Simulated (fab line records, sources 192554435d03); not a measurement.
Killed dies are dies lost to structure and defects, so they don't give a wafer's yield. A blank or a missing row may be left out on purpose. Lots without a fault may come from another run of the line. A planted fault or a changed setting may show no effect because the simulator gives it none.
Which tool did it? | flow n5_finfet | 24 lots, 72 wafers sampled, at 5 steps of a route of 1938

WHAT THE GAUGES READ, wafer by wafer
N5_BEOL_M5_CD_MEAS_28: target cd 30.6 nm, target cd y 20 nm. Usual: cd_nm 30.63 nm, standard deviation 0.25.
lot  | measured     | on        | cd_nm (nm)        | flag
L074 | day 8 13:32  | cd_sem-01 | 30.70 30.83 30.60 |
L075 | day 8 23:35  | cd_sem-02 | 31.00 30.77 30.83 |
L077 | day 10 18:17 | cd_sem-02 | 30.65 30.36 30.21 |
L078 | day 10 21:25 | cd_sem-01 | 30.47 30.73 30.96 |
L076 | day 11 04:33 | cd_sem-03 | 30.25 30.19 30.58 |
L083 | day 11 06:55 | cd_sem-02 | 30.17 30.27 30.64 |
L081 | day 11 14:34 | cd_sem-02 | 30.72 30.54 30.44 |
L080 | day 11 14:44 | cd_sem-03 | 30.26 30.56 31.21 |
L079 | day 11 21:34 | cd_sem-02 | 30.83 30.89 30.32 |
L082 | day 12 02:17 | cd_sem-02 | 30.50 30.48 30.60 |
L084 | day 12 14:29 | cd_sem-01 | 30.54 30.71 30.70 |
L085 | day 12 16:31 | cd_sem-01 | 30.56 30.61 30.65 |
L088 | day 12 23:59 | cd_sem-02 | 30.81 30.43 30.42 |
L086 | day 12 20:13 | cd_sem-03 | 30.68 31.03 30.36 |
L087 | day 12 23:56 | cd_sem-03 | 30.79 30.42 30.78 |
L091 | day 13 14:49 | cd_sem-01 | 30.47 30.29 30.54 |
L089 | day 13 23:10 | cd_sem-03 | 30.37 30.59 30.88 |
L093 | day 14 10:28 | cd_sem-03 | 30.35 30.49 30.21 |
L090 | day 14 16:14 | cd_sem-02 | 30.96 31.18 30.82 |
L092 | day 14 16:25 | cd_sem-02 | 30.55 31.05 30.58 |
L094 | day 14 18:31 | cd_sem-01 | 30.92 30.73 30.39 |
L095 | day 15 02:49 | cd_sem-01 | 30.69 30.84 30.80 |
L096 | day 15 16:55 | cd_sem-01 | 30.42 30.74 30.75 |
L097 | day 15 20:00 | cd_sem-02 | 30.47 30.83 30.91 |

WHICH TOOL RAN EACH LOT (tool, then ch and the chambers of the sampled wafers, then the start)
lot  | N5_BEOL_M4_ETCHBACK_99             | N5_BEOL_M4_VIA_ETCH_34             | N5_BEOL_M4_PRE_CLEAN_60          | N5_BEOL_M5_ETCH_62
L074 | rie_diel-02 ch 0,2,3, day 8 03:05  | rie_diel-02 ch 0,2,3, day 8 03:13  | cvd_co-02 ch 0,1,2, day 8 07:28  | rie_diel-01 ch 0,3, day 8 11:13
L075 | rie_diel-03 ch 1,2,3, day 8 13:39  | rie_diel-03 ch 1,2,3, day 8 13:48  | cvd_co-02 ch 1,2, day 8 17:50    | rie_diel-06 ch 0,1, day 8 20:49
L077 | rie_diel-03 ch 0,1,2, day 10 07:21 | rie_diel-03 ch 0,1,2, day 10 07:29 | cvd_co-02 ch 0,1,2, day 10 11:51 | rie_diel-05 ch 0,1,3, day 10 16:19
L078 | rie_diel-04 ch 1,2,3, day 10 11:20 | rie_diel-04 ch 1,2,3, day 10 11:29 | cvd_co-01 ch 0,1,2, day 10 16:53 | rie_diel-06 ch 0,1,2, day 10 19:56
L076 | rie_diel-03 ch 0,1, day 10 18:26   | rie_diel-03 ch 0,1, day 10 18:34   | cvd_co-02 ch 0,1, day 10 22:50   | rie_diel-01 ch 2,3, day 11 02:38
L083 | rie_diel-02 ch 0,1, day 10 21:43   | rie_diel-02 ch 0,1, day 10 21:51   | cvd_co-01 ch 0,2, day 11 02:27   | rie_diel-01 ch 0,2,3, day 11 05:44
L081 | rie_diel-03 ch 0,2,3, day 11 01:00 | rie_diel-03 ch 0,2,3, day 11 01:08 | cvd_co-02 ch 0,1, day 11 07:13   | rie_diel-06 ch 1,2,3, day 11 12:31
L080 | rie_diel-02 ch 1,2,3, day 11 04:27 | rie_diel-02 ch 1,2,3, day 11 04:35 | cvd_co-02 ch 0,1,2, day 11 08:42 | rie_diel-05 ch 0,3, day 11 13:12
L079 | rie_diel-02 ch 0,2,3, day 11 12:05 | rie_diel-02 ch 0,2,3, day 11 12:14 | cvd_co-01 ch 0,1,2, day 11 16:31 | rie_diel-01 ch 0,2,3, day 11 19:59
L082 | rie_diel-02 ch 1,3, day 11 14:41   | rie_diel-02 ch 1,3, day 11 14:49   | cvd_co-02 ch 0,1,2, day 11 18:53 | rie_diel-05 ch 0,1,3, day 11 23:18
L084 | rie_diel-02 ch 2,3, day 12 03:38   | rie_diel-02 ch 2,3, day 12 03:47   | cvd_co-02 ch 1,2, day 12 07:42   | rie_diel-05 ch 1,2,3, day 12 11:56
L085 | rie_diel-03 ch 0,2, day 12 06:54   | rie_diel-03 ch 0,2, day 12 07:02   | cvd_co-02 ch 0,1, day 12 11:16   | rie_diel-01 ch 2,3, day 12 15:50
L088 | rie_diel-03 ch 2,3, day 12 07:17   | rie_diel-03 ch 2,3, day 12 07:26   | cvd_co-02 ch 0,1, day 12 13:06   | rie_diel-01 ch 0,1,3, day 12 16:50
L086 | rie_diel-02 ch 1,2,3, day 12 07:23 | rie_diel-02 ch 0,1,3, day 12 07:31 | cvd_co-02 ch 0,2, day 12 11:50   | rie_diel-05 ch 1,2,3, day 12 16:05
L087 | rie_diel-03 ch 0,2,3, day 12 15:53 | rie_diel-03 ch 0,2,3, day 12 16:02 | cvd_co-02 ch 0,1,2, day 12 20:10 | rie_diel-01 ch 0,2,3, day 12 22:40
L091 | rie_diel-02 ch 0,3, day 13 06:10   | rie_diel-02 ch 0,3, day 13 06:18   | cvd_co-01 ch 0,1,2, day 13 10:17 | rie_diel-01 ch 0,1, day 13 13:18
L089 | rie_diel-04 ch 0,3, day 13 11:46   | rie_diel-04 ch 0,3, day 13 11:55   | cvd_co-01 ch 0,2, day 13 15:54   | rie_diel-06 ch 1,2,3, day 13 19:59
L093 | rie_diel-02 ch 0,3, day 14 00:49   | rie_diel-02 ch 0,3, day 14 00:58   | cvd_co-01 ch 0,1,2, day 14 05:11 | rie_diel-06 ch 1,2,3, day 14 09:47
L090 | rie_diel-03 ch 0,2,3, day 14 05:23 | rie_diel-03 ch 0,2,3, day 14 05:31 | cvd_co-02 ch 0,1,2, day 14 09:34 | rie_diel-06 ch 0,1,3, day 14 14:05
L092 | rie_diel-02 ch 0,1,2, day 14 05:34 | rie_diel-02 ch 0,1,2, day 14 05:42 | cvd_co-01 ch 1,2, day 14 11:17   | rie_diel-01 ch 0,1, day 14 14:17
L094 | rie_diel-04 ch 2,3, day 14 09:47   | rie_diel-04 ch 2,3, day 14 09:55   | cvd_co-01 ch 1,2, day 14 14:06   | rie_diel-01 ch 0,1,3, day 14 17:40
L095 | rie_diel-04 ch 0,1,3, day 14 13:59 | rie_diel-04 ch 0,1,3, day 14 14:07 | cvd_co-01 ch 1,2, day 14 19:38   | rie_diel-01 ch 0,1,3, day 15 00:52
L096 | rie_diel-02 ch 0,1,2, day 15 08:09 | rie_diel-02 ch 0,1,2, day 15 08:17 | cvd_co-01 ch 0,2, day 15 12:13   | rie_diel-05 ch 0,1, day 15 16:06
L097 | rie_diel-04 ch 1,2, day 15 08:25   | rie_diel-04 ch 1,2, day 15 08:34   | cvd_co-01 ch 0,2, day 15 12:25   | rie_diel-01 ch 0,2, day 15 17:08
- N5_BEOL_M4_ETCHBACK_99: etches SiO2 in CHF3, target depth 5 nm, time 10.4 s.
- N5_BEOL_M4_VIA_ETCH_34: etches the open film in C4F6/O2, target depth 69.4 nm, time 65.9 s.
- N5_BEOL_M4_PRE_CLEAN_60: time 15 s.
- N5_BEOL_M5_ETCH_62: etches SOC in N2/H2, target depth 75 nm, overetch 15 nm, time 112.5 s.

WHAT THE TOOLS THEMSELVES READ (means of the sampled wafers that have a number; where no wafer has one, the mark that the record gives instead)
N5_BEOL_M4_ETCHBACK_99. Usual: drypump_motor_current_A 5.6 A, standard deviation 0.45; oes_product_au 0.81 a.u., standard deviation 0.09; rf_vpp_V 241 V, standard deviation 6; showerhead_plenum_p_Torr 2.16 Torr, standard deviation 0.067; throttle_valve_pct 17.03 %, standard deviation 0.23.
lot  | tool        | drypump_motor_current_A (A) | oes_product_au (a.u.) | rf_vpp_V (V) | showerhead_plenum_p_Torr (Torr) | throttle_valve_pct (%) | flag
L074 | rie_diel-02 | 5.8                         | 0.85                  | 237          | 2.18                            | 16.93                  |
L075 | rie_diel-03 | 5.3                         | 0.77                  | 245          | 2.16                            | 17.03                  |
L077 | rie_diel-03 | 5.4                         | 0.73                  | 241          | 2.11                            | 17.08                  |
L078 | rie_diel-04 | 6.0                         | 0.85                  | 243          | 2.21                            | 17.06                  |
L076 | rie_diel-03 | 5.5                         | 0.71                  | 241          | 2.13                            | 16.95                  |
L083 | rie_diel-02 | 6.0                         | 0.85                  | 237          | 2.15                            | 17.23                  |
L081 | rie_diel-03 | 5.0                         | 0.81                  | 247          | 2.17                            | 17.08                  |
L080 | rie_diel-02 | 5.5                         | 0.87                  | 239          | 2.15                            | 16.89                  |
L079 | rie_diel-02 | 5.7                         | 0.80                  | 236          | 2.17                            | 17.00                  |
L082 | rie_diel-02 | 5.5                         | 0.93                  | 240          | 2.11                            | 16.97                  |
L084 | rie_diel-02 | 5.4                         | 0.78                  | 238          | 2.19                            | 16.83                  |
L085 | rie_diel-03 | 5.1                         | 0.78                  | 244          | 2.13                            | 17.14                  |
L088 | rie_diel-03 | 5.0                         | 0.82                  | 250          | 2.21                            | 17.07                  |
L086 | rie_diel-02 | 5.5                         | 0.85                  | 239          | 2.15                            | 16.91                  |
L087 | rie_diel-03 | 5.0                         | 0.79                  | 247          | 2.16                            | 17.11                  |
L091 | rie_diel-02 | 6.1                         | 0.81                  | 236          | 2.14                            | 17.18                  |
L089 | rie_diel-04 | 5.9                         | 0.79                  | 245          | 2.17                            | 17.01                  |
L093 | rie_diel-02 | 5.9                         | 0.82                  | 236          | 2.11                            | 17.01                  |
L090 | rie_diel-03 | 5.0                         | 0.79                  | 247          | 2.16                            | 17.14                  |
L092 | rie_diel-02 | 5.7                         | 0.80                  | 238          | 2.16                            | 17.12                  |
L094 | rie_diel-04 | 6.1                         | 0.85                  | 242          | 2.24                            | 16.95                  |
L095 | rie_diel-04 | 5.8                         | 0.86                  | 241          | 2.17                            | 17.00                  |
L096 | rie_diel-02 | 5.7                         | 0.79                  | 238          | 2.16                            | 17.14                  |
L097 | rie_diel-04 | 5.9                         | 0.77                  | 240          | 2.19                            | 17.27                  |

N5_BEOL_M4_VIA_ETCH_34. Usual: O2_flow_sccm 10.004 sccm, standard deviation 0.026; drypump_motor_current_A 5.6 A, standard deviation 0.45; oes_product_au 0.81 a.u., standard deviation 0.089; rf_vpp_V 666 V, standard deviation 17; showerhead_plenum_p_Torr 2.86 Torr, standard deviation 0.086; throttle_valve_pct 30.7 %, standard deviation 0.3.
lot  | tool        | O2_flow_sccm (sccm) | drypump_motor_current_A (A) | oes_product_au (a.u.) | rf_vpp_V (V) | showerhead_plenum_p_Torr (Torr) | throttle_valve_pct (%) | flag
L074 | rie_diel-02 | 10.025              | 5.7                         | 0.86                  | 653          | 2.87                            | 30.7                   |
L075 | rie_diel-03 | 9.997               | 5.3                         | 0.78                  | 678          | 2.85                            | 30.7                   |
L077 | rie_diel-03 | 10.001              | 5.3                         | 0.74                  | 669          | 2.79                            | 30.7                   |
L078 | rie_diel-04 | 10.010              | 6.0                         | 0.85                  | 673          | 2.91                            | 30.8                   |
L076 | rie_diel-03 | 10.010              | 5.5                         | 0.71                  | 663          | 2.82                            | 30.5                   |
L083 | rie_diel-02 | 10.020              | 6.0                         | 0.85                  | 655          | 2.84                            | 31.1                   |
L081 | rie_diel-03 | 10.007              | 5.1                         | 0.81                  | 683          | 2.86                            | 30.8                   |
L080 | rie_diel-02 | 10.038              | 5.5                         | 0.86                  | 660          | 2.84                            | 30.7                   |
L079 | rie_diel-02 | 10.022              | 5.7                         | 0.81                  | 652          | 2.86                            | 30.7                   |
L082 | rie_diel-02 | 10.014              | 5.5                         | 0.93                  | 664          | 2.79                            | 30.8                   |
L084 | rie_diel-02 | 9.991               | 5.4                         | 0.78                  | 655          | 2.88                            | 30.5                   |
L085 | rie_diel-03 | 9.988               | 5.1                         | 0.78                  | 673          | 2.81                            | 30.8                   |
L088 | rie_diel-03 | 9.977               | 5.0                         | 0.82                  | 692          | 2.91                            | 30.7                   |
L086 | rie_diel-02 | 10.006              | 5.8                         | 0.86                  | 657          | 2.81                            | 30.9                   |
L087 | rie_diel-03 | 9.998               | 5.0                         | 0.79                  | 683          | 2.86                            | 30.8                   |
L091 | rie_diel-02 | 9.995               | 6.1                         | 0.80                  | 650          | 2.82                            | 30.9                   |
L089 | rie_diel-04 | 9.984               | 5.9                         | 0.79                  | 676          | 2.87                            | 30.5                   |
L093 | rie_diel-02 | 10.012              | 5.9                         | 0.82                  | 653          | 2.80                            | 30.7                   |
L090 | rie_diel-03 | 9.991               | 5.0                         | 0.78                  | 682          | 2.85                            | 30.8                   |
L092 | rie_diel-02 | 10.002              | 5.7                         | 0.80                  | 656          | 2.86                            | 30.9                   |
L094 | rie_diel-04 | 10.000              | 6.2                         | 0.85                  | 671          | 2.96                            | 30.7                   |
L095 | rie_diel-04 | 10.000              | 5.8                         | 0.85                  | 667          | 2.86                            | 30.6                   |
L096 | rie_diel-02 | 10.000              | 5.7                         | 0.79                  | 657          | 2.86                            | 30.9                   |
L097 | rie_diel-04 | 10.020              | 5.8                         | 0.76                  | 664          | 2.89                            | 31.0                   |

N5_BEOL_M4_PRE_CLEAN_60. Usual: heater_power_w 95 W, standard deviation 28.
lot  | tool      | heater_power_w (W) | flag
L074 | cvd_co-02 | 100                |
L075 | cvd_co-02 | 85                 |
L077 | cvd_co-02 | 99                 |
L078 | cvd_co-01 | 93                 |
L076 | cvd_co-02 | 114                |
L083 | cvd_co-01 | 70                 |
L081 | cvd_co-02 | 119                |
L080 | cvd_co-02 | 100                |
L079 | cvd_co-01 | 92                 |
L082 | cvd_co-02 | 101                |
L084 | cvd_co-02 | 103                |
L085 | cvd_co-02 | 120                |
L088 | cvd_co-02 | 115                |
L086 | cvd_co-02 | 96                 |
L087 | cvd_co-02 | 99                 |
L091 | cvd_co-01 | 93                 |
L089 | cvd_co-01 | 70                 |
L093 | cvd_co-01 | 94                 |
L090 | cvd_co-02 | 100                |
L092 | cvd_co-01 | 116                |
L094 | cvd_co-01 | 93                 |
L095 | cvd_co-01 | 117                |
L096 | cvd_co-01 | 71                 |
L097 | cvd_co-01 | 70                 |

N5_BEOL_M5_ETCH_62. Usual: drypump_motor_current_A 5.80 A, standard deviation 0.26; oes_product_au 0.62 a.u., standard deviation 0.061; rf_vpp_V 523.3 V, standard deviation 2.6; showerhead_plenum_p_Torr 2.52 Torr, standard deviation 0.082; throttle_valve_pct 17.7 %, standard deviation 0.32.
lot  | tool        | drypump_motor_current_A (A) | oes_product_au (a.u.) | rf_vpp_V (V) | showerhead_plenum_p_Torr (Torr) | throttle_valve_pct (%) | flag
L074 | rie_diel-01 | 5.81                        | 0.73                  | 524.7        | 2.54                            | 17.2                   |
L075 | rie_diel-06 | 6.01                        | 0.59                  | 524.1        | 2.57                            | 17.8                   |
L077 | rie_diel-05 | 5.58                        | 0.60                  | 522.0        | 2.46                            | 17.7                   |
L078 | rie_diel-06 | 6.07                        | 0.58                  | 522.4        | 2.51                            | 17.9                   |
L076 | rie_diel-01 | 5.73                        | 0.61                  | 526.3        | 2.61                            | 17.9                   |
L083 | rie_diel-01 | 5.71                        | 0.64                  | 524.6        | 2.55                            | 17.6                   |
L081 | rie_diel-06 | 5.89                        | 0.60                  | 522.8        | 2.52                            | 17.9                   |
L080 | rie_diel-05 | 5.78                        | 0.59                  | 523.0        | 2.49                            | 17.8                   |
L079 | rie_diel-01 | 5.74                        | 0.63                  | 524.2        | 2.55                            | 17.6                   |
L082 | rie_diel-05 | 5.58                        | 0.60                  | 521.5        | 2.45                            | 17.8                   |
L084 | rie_diel-05 | 5.54                        | 0.66                  | 521.6        | 2.45                            | 17.7                   |
L085 | rie_diel-01 | 5.72                        | 0.60                  | 525.7        | 2.61                            | 17.9                   |
L088 | rie_diel-01 | 5.89                        | 0.66                  | 524.5        | 2.53                            | 17.5                   |
L086 | rie_diel-05 | 5.52                        | 0.66                  | 521.9        | 2.45                            | 17.7                   |
L087 | rie_diel-01 | 5.73                        | 0.63                  | 524.1        | 2.55                            | 17.6                   |
L091 | rie_diel-01 | 5.97                        | 0.63                  | 523.7        | 2.54                            | 17.8                   |
L089 | rie_diel-06 | 5.89                        | 0.59                  | 522.3        | 2.52                            | 17.9                   |
L093 | rie_diel-06 | 5.90                        | 0.59                  | 522.1        | 2.52                            | 17.9                   |
L090 | rie_diel-06 | 5.87                        | 0.58                  | 524.3        | 2.57                            | 17.9                   |
L092 | rie_diel-01 | 5.86                        | 0.62                  | 522.6        | 2.49                            | 17.6                   |
L094 | rie_diel-01 | 5.88                        | 0.64                  | 523.0        | 2.52                            | 17.6                   |
L095 | rie_diel-01 | 5.88                        | 0.64                  | 524.0        | 2.52                            | 17.6                   |
L096 | rie_diel-05 | 5.60                        | 0.55                  | 521.0        | 2.46                            | 17.9                   |
L097 | rie_diel-01 | 5.69                        | 0.66                  | 521.3        | 2.51                            | 17.5                   |

THE ANSWER, worked out from the rows above alone
Rule: a lot is off if the mean of its wafers that have a number lies more than 3 standard deviations from the usual mean. A lot without any number at a reading at which 4 lots or more have one is off too. The other lots that the step has rows for count as sound. The gauges are gone through in route order, then the tools' own readings, and for those a lot's mean is taken as printed above. The first step at which some lot is off is used, and at that step the reading that is off furthest; a lot without a number counts as furthest.
No lot is off at any reading shown: from this, nothing can be told.

WHAT THE SIMULATOR HAD PUT IN
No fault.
